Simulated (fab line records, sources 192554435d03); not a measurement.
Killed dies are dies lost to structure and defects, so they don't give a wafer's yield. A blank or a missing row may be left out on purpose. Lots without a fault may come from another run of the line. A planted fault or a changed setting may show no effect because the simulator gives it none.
fab line records | flow n5_finfet
record lots=5 wafers=15 last_day=16
route steps=1938 shown BEOL_M1@818
lots that met no fault: from a run of the same line without faults
start_h: hours from the record's first day to the start of the lot's first wafer shown | wait_h: hours since the lot's step before | " the same as in the row above | L1.1+2: a row that stands for several wafers | - no value, or no start given | * or withheld: withheld | < > ~ a bound
route shown NAME@n: a module of which the file shows steps, and the number in the route of the first | usual: mean/standard deviation of fault-free wafers | same: alike in all rows | chamber/n: place in a boat | sites: the reading at each site | _std_site: their standard deviation | _edge_site: outer sites' mean less inner sites' | radius_mm: how far each site lies from the wafer's centre | mask NAME#n: copy n | behind: the tool/chamber that last shaped the wafer | hold: why the lot was held/for how many hours/how that ended | device: the transistor (n, p or np) that didn't switch | end of line: the same wafers' tests at the end of the route | a step without rows: its recipe alone | killed: dies lost to structure and defects at the first sort, not the wafer's yield | map: a wafer's dies, x killed, . not, _ none there
set.NAME: the setting as run; set.NAME@STEP: as run at that earlier step | model.NAME: the simulator's own value behind a step, which no gauge read
lots at some steps of the route; a table a step, a row a wafer
services: from which hour (start_h, from the record's first day; less than 0 if before it) a tool's chamber was out of use, for how many hours, and why
## steps
# step N5_BEOL_M1_SPUTTER_81
# recipe material=Cu target_thk_a=45 temp_c=-20 chamber_pressure_pa=0.07 power_w=withheld time_s=8.29
# usual throttle_valve_pct=29.7/1
# same time_s=8.29
# columns lot.wafer tool chamber start_h wait_h throttle_valve_pct
L077.1 pvd_sputter-02 - 143.24 0.1 29.3
L077.2 " - " " 30.2
L077.4 " - " " 31.6
L078.4 pvd_sputter-01 - 152.86 0.1 30.4
L078.5 " - " " 30.0
L078.6 " - " " 30.5
L079.1 pvd_sputter-01 - 164.31 0.1 29.0
L079.3 " - " " 30.2
L079.6 " - " " 30.5
L089.2 pvd_sputter-03 - 221.58 0.1 29.3
L089.4 " - " " 30.1
L089.5 " - " " 27.7
L090.1 pvd_sputter-01 - 222.28 0.1 30.4
L090.4 " - " " 28.9
L090.6 " - " " 29.9
# step N5_BEOL_M1_ANNEAL_82
# recipe temp_c=400 time_s=240 ambient=vacuum
# usual heater_power_w=821/61
# same time_s=240
# columns lot.wafer tool chamber start_h wait_h heater_power_w
L077.1 pvd_sputter-02 - 143.32 0.0 782
L077.2 " - " " 865
L077.4 " - " " 792
L078.4 pvd_sputter-01 - 152.94 0.0 823
L078.5 " - " " 780
L078.6 " - " " 826
L079.1 pvd_sputter-01 - 164.39 0.0 940
L079.3 " - " " 763
L079.6 " - " " 811
L089.2 pvd_sputter-03 - 221.66 0.0 738
L089.4 " - " " 822
L089.5 " - " " 791
L090.1 pvd_sputter-01 - 222.36 0.0 812
L090.4 " - " " 931
L090.6 " - " " 768
# step N5_BEOL_M1_SPUTTER_86
# recipe material=Cu target_thk_a=45 temp_c=-20 chamber_pressure_pa=0.07 power_w=withheld time_s=8.29
# usual throttle_valve_pct=29.7/0.97
# same time_s=8.29
# columns lot.wafer tool chamber start_h wait_h throttle_valve_pct
L077.1 pvd_sputter-02 - 143.46 0.1 29.4
L077.2 " - " " 30.1
L077.4 " - " " 31.3
L078.4 pvd_sputter-01 - 153.08 0.1 30.5
L078.5 " - " " 30.0
L078.6 " - " " 30.4
L079.1 pvd_sputter-01 - 164.53 0.1 29.0
L079.3 " - " " 30.1
L079.6 " - " " 30.3
L089.2 pvd_sputter-03 - 221.80 0.1 29.5
L089.4 " - " " 30.4
L089.5 " - " " 27.7
L090.1 pvd_sputter-01 - 222.50 0.1 30.5
L090.4 " - " " 29.3
L090.6 " - " " 30.4
# step N5_BEOL_M1_ANNEAL_87
# recipe temp_c=400 time_s=240 ambient=vacuum
# usual heater_power_w=821/64
# same time_s=240
# columns lot.wafer tool chamber start_h wait_h heater_power_w
L077.1 pvd_sputter-02 - 143.54 0.0 779
L077.2 " - " " 875
L077.4 " - " " 777
L078.4 pvd_sputter-01 - 153.16 0.0 796
L078.5 " - " " 776
L078.6 " - " " 809
L079.1 pvd_sputter-01 - 164.61 0.0 964
L079.3 " - " " 752
L079.6 " - " " 805
L089.2 pvd_sputter-03 - 221.88 0.0 733
L089.4 " - " " 809
L089.5 " - " " 782
L090.1 pvd_sputter-01 - 222.58 0.0 795
L090.4 " - " " 932
L090.6 " - " " 741
# step N5_BEOL_M1_SPUTTER_88
# recipe material=Cu target_thk_a=45 temp_c=-20 chamber_pressure_pa=0.07 power_w=withheld time_s=8.29
# usual throttle_valve_pct=29.7/0.99
# same time_s=8.29
# columns lot.wafer tool chamber start_h wait_h throttle_valve_pct
L077.1 pvd_sputter-02 - 143.68 0.1 29.7
L077.2 " - " " 30.1
L077.4 " - " " 31.6
L078.4 pvd_sputter-01 - 153.30 0.1 30.8
L078.5 " - " " 30.0
L078.6 " - " " 30.6
L079.1 pvd_sputter-01 - 164.75 0.1 28.9
L079.3 " - " " 30.0
L079.6 " - " " 30.5
L089.2 pvd_sputter-03 - 222.02 0.1 29.4
L089.4 " - " " 30.2
L089.5 " - " " 27.4
L090.1 pvd_sputter-01 - 222.72 0.1 30.2
L090.4 " - " " 28.9
L090.6 " - " " 30.1
# step N5_BEOL_M1_ANNEAL_89
# recipe temp_c=400 time_s=240 ambient=vacuum
# usual heater_power_w=822/63
# same time_s=240
# columns lot.wafer tool chamber start_h wait_h heater_power_w
L077.1 pvd_sputter-02 - 143.76 0.0 776
L077.2 " - " " 864
L077.4 " - " " 796
L078.4 pvd_sputter-01 - 153.38 0.0 830
L078.5 " - " " 774
L078.6 " - " " 793
L079.1 pvd_sputter-01 - 164.83 0.0 923
L079.3 " - " " 784
L079.6 " - " " 798
L089.2 pvd_sputter-03 - 222.10 0.0 764
L089.4 " - " " 783
L089.5 " - " " 777
L090.1 pvd_sputter-01 - 222.80 0.0 810
L090.4 " - " " 931
L090.6 " - " " 767
# step N5_BEOL_M1_SPUTTER_90
# recipe material=Cu target_thk_a=45 temp_c=-20 chamber_pressure_pa=0.07 power_w=withheld time_s=8.29
# usual throttle_valve_pct=29.8/0.99
# same time_s=8.29
# columns lot.wafer tool chamber start_h wait_h throttle_valve_pct
L077.1 pvd_sputter-02 - 143.90 0.1 29.6
L077.2 " - " " 30.3
L077.4 " - " " 31.7
L078.4 pvd_sputter-01 - 153.52 0.1 30.5
L078.5 " - " " 30.4
L078.6 " - " " 30.5
L079.1 pvd_sputter-01 - 164.97 0.1 29.1
L079.3 " - " " 29.8
L079.6 " - " " 30.5
L089.2 pvd_sputter-03 - 222.24 0.1 29.5
L089.4 " - " " 30.1
L089.5 " - " " 27.6
L090.1 pvd_sputter-01 - 222.94 0.1 30.4
L090.4 " - " " 28.8
L090.6 " - " " 30.2
# step N5_BEOL_M1_ANNEAL_91
# recipe temp_c=400 time_s=240 ambient=vacuum
# usual heater_power_w=821/63
# same time_s=240
# columns lot.wafer tool chamber start_h wait_h heater_power_w
L077.1 pvd_sputter-02 - 143.98 0.0 792
L077.2 " - " " 862
L077.4 " - " " 784
L078.4 pvd_sputter-01 - 153.60 0.0 824
L078.5 " - " " 773
L078.6 " - " " 801
L079.1 pvd_sputter-01 - 165.05 0.0 899
L079.3 " - " " 787
L079.6 " - " " 828
L089.2 pvd_sputter-03 - 222.32 0.0 752
L089.4 " - " " 788
L089.5 " - " " 768
L090.1 pvd_sputter-01 - 223.02 0.0 811
L090.4 " - " " 916
L090.6 " - " " 785
# step N5_BEOL_M1_SPUTTER_92
# recipe material=Cu target_thk_a=45 temp_c=-20 chamber_pressure_pa=0.07 power_w=withheld time_s=8.29
# usual throttle_valve_pct=29.8/1
# same time_s=8.29
# columns lot.wafer tool chamber start_h wait_h throttle_valve_pct
L077.1 pvd_sputter-02 - 144.12 0.1 29.6
L077.2 " - " " 30.3
L077.4 " - " " 31.5
L078.4 pvd_sputter-01 - 153.74 0.1 30.4
L078.5 " - " " 30.2
L078.6 " - " " 30.6
L079.1 pvd_sputter-01 - 165.19 0.1 29.0
L079.3 " - " " 29.9
L079.6 " - " " 30.3
L089.2 pvd_sputter-03 - 222.46 0.1 29.4
L089.4 " - " " 30.3
L089.5 " - " " 27.3
L090.1 pvd_sputter-01 - 223.16 0.1 30.4
L090.4 " - " " 28.9
L090.6 " - " " 30.3
# step N5_BEOL_M1_ANNEAL_93
# recipe temp_c=400 time_s=240 ambient=vacuum
# usual heater_power_w=822/63
# same time_s=240
# columns lot.wafer tool chamber start_h wait_h heater_power_w
L077.1 pvd_sputter-02 - 144.20 0.0 807
L077.2 " - " " 868
L077.4 " - " " 791
L078.4 pvd_sputter-01 - 153.82 0.0 806
L078.5 " - " " 754
L078.6 " - " " 813
L079.1 pvd_sputter-01 - 165.27 0.0 935
L079.3 " - " " 755
L079.6 " - " " 802
L089.2 pvd_sputter-03 - 222.54 0.0 763
L089.4 " - " " 819
L089.5 " - " " 765
L090.1 pvd_sputter-01 - 223.24 0.0 815
L090.4 " - " " 935
L090.6 " - " " 765
# step N5_BEOL_M1_SPUTTER_94
# recipe material=Cu target_thk_a=45 temp_c=-20 chamber_pressure_pa=0.07 power_w=withheld time_s=8.29
# usual throttle_valve_pct=29.7/1
# same time_s=8.29
# columns lot.wafer tool chamber start_h wait_h throttle_valve_pct
L077.1 pvd_sputter-02 - 144.34 0.1 29.6
L077.2 " - " " 30.1
L077.4 " - " " 31.6
L078.4 pvd_sputter-01 - 153.96 0.1 30.4
L078.5 " - " " 30.2
L078.6 " - " " 30.6
L079.1 pvd_sputter-01 - 165.41 0.1 28.9
L079.3 " - " " 30.0
L079.6 " - " " 30.5
L089.2 pvd_sputter-03 - 222.68 0.1 29.6
L089.4 " - " " 30.4
L089.5 " - " " 27.4
L090.1 pvd_sputter-01 - 223.38 0.1 30.3
L090.4 " - " " 28.9
L090.6 " - " " 29.9
## services
# columns tool chamber start_h hours kind
pvd_sputter-03 - 137.19 0.5 repair
pvd_sputter-01 - 172.98 11.1 repair
## key
fault none
